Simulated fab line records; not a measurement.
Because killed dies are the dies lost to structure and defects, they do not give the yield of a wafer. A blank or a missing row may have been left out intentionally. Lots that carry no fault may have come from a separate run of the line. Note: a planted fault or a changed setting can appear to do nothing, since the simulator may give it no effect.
Chamber matching | flow nand-harc | 4 sister chambers for NHARC_A_STAIRCASE_ETCH_253 on rie-diel-11
The step etches the open film in C4F8/O2, target depth 50 nm, time 20.2 s. 18 wafers are shown with their chamber, then 9 later ones without.

== WAFERS WITH THEIR CHAMBER ==
wafer  | chamber | rf-vpp-V (V) | rf-fwd-power-W (W) | bias-w (W)
L078.1 | 2       | 893          | 584                | 997.3
L078.3 | 3       | 892          | 588                | 1000.8
L078.4 | 1       | 903          | 597                | 1001.7
L083.2 | 1       | 904          | 594                | 1001.2
L083.5 | 0       | 905          | 593                | 1001.7
L083.6 | 1       | 902          | 591                | 1000.8
L085.1 | 3       | 890          | 586                | 1000.0
L085.3 | 2       | 892          | 586                | 998.0
L085.4 | 1       | 902          | 592                | 1000.6
L088.1 | 0       | 905          | 593                | 1004.0
L088.2 | 2       | 893          | 584                | 996.8
L088.4 | 3       | 889          | 585                | 1004.0
L091.3 | 0       | 905          | 590                | 1004.3
L091.4 | 2       | 893          | 585                | 999.8
L091.6 | 1       | 902          | 593                | 1003.4
L089.3 | 3       | 890          | 587                | 1006.1
L089.4 | 2       | 893          | 585                | 1002.3
L089.6 | 1       | 903          | 594                | 997.9

SIGNATURES (means of the wafers above)
reading        | chamber 0 | chamber 1 | chamber 2 | chamber 3 | scatter within a chamber
rf-vpp-V       | 905.00    | 902.67    | 892.80    | 890.25    | 0.797
rf-fwd-power-W | 592.00    | 593.50    | 584.80    | 586.50    | 1.59
bias-w         | 1003.333  | 1000.933  | 998.840   | 1002.725  | 2.14
Rule: for each reading, subtract the chamber's mean from the wafer's reading, divide by that reading's scatter and square the result; add these up over the readings and take the root, which gives the wafer's distance from the chamber. The wafer belongs to the nearest chamber; if the next one is less than 2 further off, it can't be placed. The scatter: take each reading less its chamber's mean, square it, sum over the shown wafers, divide by the number of wafers less the number of chambers, and take the root.

== WAFERS WHOSE CHAMBER IS MISSING ==
wafer  | rf-vpp-V (V) | rf-fwd-power-W (W) | bias-w (W)
L090.1 | 904          | 589                | 998.8
L090.3 | 903          | 594                | 996.4
L090.5 | 906          | 590                | 1000.6
L093.4 | 903          | 595                | 995.8
L093.5 | 905          | 593                | 995.3
L093.6 | 903          | 593                | 998.8
L095.1 | 905          | 596                | 998.9
L095.4 | 887          | 587                | 999.7
L095.6 | 893          | 587                | 1005.9

== EACH ONE'S CHAMBER ==
wafer  | from the rows above     | in truth
L090.1 | can't be placed: 0 or 1 | 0
L090.3 | 1                       | 1
L090.5 | 0                       | 0
L093.4 | 1                       | 1
L093.5 | can't be placed: 0 or 1 | 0
L093.6 | 1                       | 1
L095.1 | can't be placed: 0 or 1 | 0
L095.4 | 3                       | 3
L095.6 | can't be placed: 2 or 3 | 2
Correct placement for 5 of the 9. From these rows, 4 cannot be placed; in 4 the true chamber is one of the candidates. Placed wrongly: 0.
